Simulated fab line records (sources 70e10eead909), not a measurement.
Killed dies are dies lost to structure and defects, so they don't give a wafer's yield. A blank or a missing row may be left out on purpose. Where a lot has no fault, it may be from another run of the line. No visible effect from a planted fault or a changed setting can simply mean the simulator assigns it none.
Chamber matching	flow nand harc	rie diel-01 running NHARC_A_M1_STRIP_18: 4 sister chambers
The step strips in N2/H2. 4 wafers are shown with their chamber, then 10 later ones without.

## EACH WAFER AND ITS CHAMBER
wafer	chamber	showerhead plenum p Torr (Torr)
L082.6	0	2.08
L081.6	1	1.95
L084.3	3	2.05
L084.4	2	2.01

## WAFERS WITHOUT THEIR CHAMBER
wafer	showerhead plenum p Torr (Torr)
L084.6	2.01
L086.4	2.05
L086.5	1.95
L086.6	2.08
L089.2	2.08
L089.3	1.95
L089.4	2.05
L091.3	2.05
L091.4	2.07
L091.5	1.95

## WHICH CHAMBER EACH ONE RAN IN
wafer	from the rows above	in truth
L084.6	2	2
L086.4	3	3
L086.5	1	1
L086.6	0	0
L089.2	0	0
L089.3	1	1
L089.4	3	3
L091.3	3	3
L091.4	0	0
L091.5	1	1
Correctly placed: 10 of 10. Not placeable from these rows: 0. Placed wrongly: 0.
How it was worked out, from the rows above alone: a wafer's distance from a chamber is the root of the sum, over the readings, of the square of ((its reading less the chamber's mean) divided by the reading's scatter). The wafer belongs to the nearest chamber; if the next one is less than 2 further off, it can't be placed. Each chamber's mean is taken over the wafers shown for it. The scatter: root of mean squared gap, hidden wafer to nearest shown wafer, with one shown wafer a chamber.
